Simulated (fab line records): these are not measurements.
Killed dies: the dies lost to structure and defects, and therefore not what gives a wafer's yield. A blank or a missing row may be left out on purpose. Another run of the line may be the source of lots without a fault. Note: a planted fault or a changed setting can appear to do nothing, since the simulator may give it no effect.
Matching of chambers / flow n5Finfet / 4 sister chambers for N5_BEOL_M10_STRIP_67 on rieDiel-04
The step strips in CF4. 7 wafers are shown with their chamber, then 8 later ones without.

WAFERS WITH THEIR CHAMBER
wafer=L076.3; chamber=0; drypumpMotorCurrentA (A)=5.9; oesProductAu (a.u.)=0.69
wafer=L079.3; chamber=1; drypumpMotorCurrentA (A)=5.3; oesProductAu (a.u.)=0.70
wafer=L079.6; chamber=3; drypumpMotorCurrentA (A)=5.6; oesProductAu (a.u.)=0.69
wafer=L081.1; chamber=2; drypumpMotorCurrentA (A)=4.8; oesProductAu (a.u.)=0.85
wafer=L081.2; chamber=1; drypumpMotorCurrentA (A)=5.3; oesProductAu (a.u.)=0.69
wafer=L081.5; chamber=3; drypumpMotorCurrentA (A)=5.7; oesProductAu (a.u.)=0.69
wafer=L084.1; chamber=2; drypumpMotorCurrentA (A)=4.8; oesProductAu (a.u.)=0.83

WAFERS WITH NO CHAMBER GIVEN
wafer=L084.5; drypumpMotorCurrentA (A)=4.8; oesProductAu (a.u.)=0.83
wafer=L084.6; drypumpMotorCurrentA (A)=5.9; oesProductAu (a.u.)=0.68
wafer=L094.4; drypumpMotorCurrentA (A)=4.8; oesProductAu (a.u.)=0.81
wafer=L094.5; drypumpMotorCurrentA (A)=5.9; oesProductAu (a.u.)=0.67
wafer=L094.6; drypumpMotorCurrentA (A)=5.3; oesProductAu (a.u.)=0.92
wafer=L096.1; drypumpMotorCurrentA (A)=5.3; oesProductAu (a.u.)=0.91
wafer=L096.2; drypumpMotorCurrentA (A)=4.8; oesProductAu (a.u.)=0.80
wafer=L096.4; drypumpMotorCurrentA (A)=5.3; oesProductAu (a.u.)=0.92

THE CHAMBER EACH PASSED THROUGH
wafer=L084.5; from the rows above=2; in truth=2
wafer=L084.6; from the rows above=0; in truth=0
wafer=L094.4; from the rows above=2; in truth=2
wafer=L094.5; from the rows above=0; in truth=0
wafer=L094.6; from the rows above=2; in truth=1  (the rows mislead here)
wafer=L096.1; from the rows above=2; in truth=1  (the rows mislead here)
wafer=L096.2; from the rows above=2; in truth=2
wafer=L096.4; from the rows above=2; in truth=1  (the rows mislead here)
5 of 8 placed correctly. Not placeable from these rows: 0. Placed wrongly: 3.
How it was worked out, from the rows above alone: a wafer's distance from a chamber is the root of the sum, over the readings, of the square of ((its reading less the chamber's mean) divided by the reading's scatter). If the next closest chamber is less than 2 further off than the closest, the wafer can't be placed; otherwise it belongs to the closest. Each chamber's mean is taken over the wafers shown for it. The scatter: the root of (the sum of the squares of (reading less its chamber's mean) over the shown wafers, divided by (wafers less chambers)).
